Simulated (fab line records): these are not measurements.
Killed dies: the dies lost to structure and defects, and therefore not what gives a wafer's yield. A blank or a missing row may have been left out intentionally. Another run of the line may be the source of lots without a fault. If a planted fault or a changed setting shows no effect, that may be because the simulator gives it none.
Chamber matching | flow n5 finfet | rie diel-01 running N5_FIN_SAQP_ETCH_69: 4 sister chambers
The step etches SOC in N2/H2, stops on SiNx, target depth 150 nm. 36 wafers are shown with their chamber, then 12 later ones without.

## WAFERS WITH THEIR CHAMBER
wafer  | chamber | drypump motor current A (A) | showerhead plenum p Torr (Torr) | throttle valve pct (%)
L074.4 | 0       | 4.9                         | 2.52                            | 17.72
L074.5 | 1       | 5.3                         | 2.52                            | 17.94
L074.6 | 2       | 6.4                         | 2.41                            | 18.16
L077.1 | 3       | 4.9                         | 2.72                            | 17.51
L077.3 | 0       | 4.9                         | 2.52                            | 17.74
L077.5 | 1       | 5.3                         | 2.52                            | 17.94
L078.2 | 3       | 4.9                         | 2.72                            | 17.52
L078.4 | 1       | 5.3                         | 2.52                            | 17.96
L078.5 | 2       | 6.4                         | 2.73                            | 17.70
L079.1 | 1       | 5.3                         | 2.52                            | 17.96
L079.2 | 0       | 5.0                         | 2.52                            | 17.74
L079.6 | 3       | 4.9                         | 2.72                            | 17.54
L081.3 | 3       | 4.9                         | 2.72                            | 17.53
L081.4 | 0       | 4.9                         | 2.52                            | 17.75
L081.5 | 1       | 5.3                         | 2.52                            | 17.94
L082.2 | 0       | 4.9                         | 2.52                            | 17.74
L082.3 | 3       | 4.9                         | 2.72                            | 17.54
L082.5 | 0       | 4.9                         | 2.52                            | 17.76
L083.1 | 3       | 4.9                         | 2.72                            | 17.55
L083.5 | 3       | 4.9                         | 2.72                            | 17.54
L083.6 | 0       | 4.9                         | 2.52                            | 17.78
L084.1 | 3       | 4.9                         | 2.72                            | 17.56
L084.3 | 1       | 5.3                         | 2.51                            | 17.97
L084.6 | 1       | 5.3                         | 2.51                            | 17.98
L086.3 | 3       | 4.9                         | 2.71                            | 17.56
L086.4 | 2       | 6.4                         | 2.72                            | 17.72
L086.5 | 3       | 4.9                         | 2.71                            | 17.55
L090.2 | 0       | 4.9                         | 2.51                            | 17.78
L090.3 | 1       | 5.3                         | 2.51                            | 18.01
L090.4 | 3       | 4.9                         | 2.71                            | 17.57
L091.3 | 0       | 5.0                         | 2.51                            | 17.80
L091.5 | 3       | 4.9                         | 2.71                            | 17.57
L091.6 | 2       | 6.4                         | 2.72                            | 17.75
L092.2 | 2       | 6.4                         | 2.72                            | 17.74
L092.5 | 3       | 4.9                         | 2.71                            | 17.60
L092.6 | 2       | 6.4                         | 2.72                            | 17.76

SIGNATURES (means of the wafers above)
reading                  | chamber 0 | chamber 1 | chamber 2 | chamber 3 | scatter within a chamber
drypump motor current A  | 4.922     | 5.300     | 6.400     | 4.900     | 0.022
showerhead plenum p Torr | 2.5178    | 2.5162    | 2.6700    | 2.7162    | 0.0506
throttle valve pct       | 17.7567   | 17.9625   | 17.8050   | 17.5492   | 0.0728
Rule: for a wafer and a chamber, the distance is found by dividing, reading by reading, the gap between the wafer's reading and the chamber's mean by the reading's scatter, squaring, summing and taking the root. The wafer belongs to the nearest chamber; if the next one is less than 2 further off, it can't be placed. How the scatter is found: for the shown wafers, subtract from each reading the mean of its chamber, square and add these, divide the total by (wafers less chambers), then take the root.

## WAFERS WITH NO CHAMBER GIVEN
wafer  | drypump motor current A (A) | showerhead plenum p Torr (Torr) | throttle valve pct (%)
L094.1 | 5.0                         | 2.51                            | 17.79
L094.5 | 4.9                         | 2.71                            | 17.61
L094.6 | 4.9                         | 2.51                            | 17.80
L095.2 | 6.4                         | 2.71                            | 17.75
L095.3 | 4.9                         | 2.71                            | 17.60
L095.5 | 4.9                         | 2.71                            | 17.60
L096.1 | 4.9                         | 2.70                            | 17.58
L096.3 | 6.4                         | 2.71                            | 17.76
L096.5 | 6.4                         | 2.71                            | 17.77
L097.1 | 5.3                         | 2.50                            | 18.02
L097.2 | 4.9                         | 2.50                            | 17.80
L097.3 | 6.4                         | 2.71                            | 17.79

## WHICH CHAMBER EACH WENT THROUGH
wafer  | from the rows above | in truth
L094.1 | 0                   | 0
L094.5 | 3                   | 3
L094.6 | 0                   | 0
L095.2 | 2                   | 2
L095.3 | 3                   | 3
L095.5 | 3                   | 3
L096.1 | 3                   | 3
L096.3 | 2                   | 2
L096.5 | 2                   | 2
L097.1 | 1                   | 1
L097.2 | 0                   | 0
L097.3 | 2                   | 2
12 of 12 placed correctly. Left unplaced by these rows: 0. Number placed wrongly: 0.
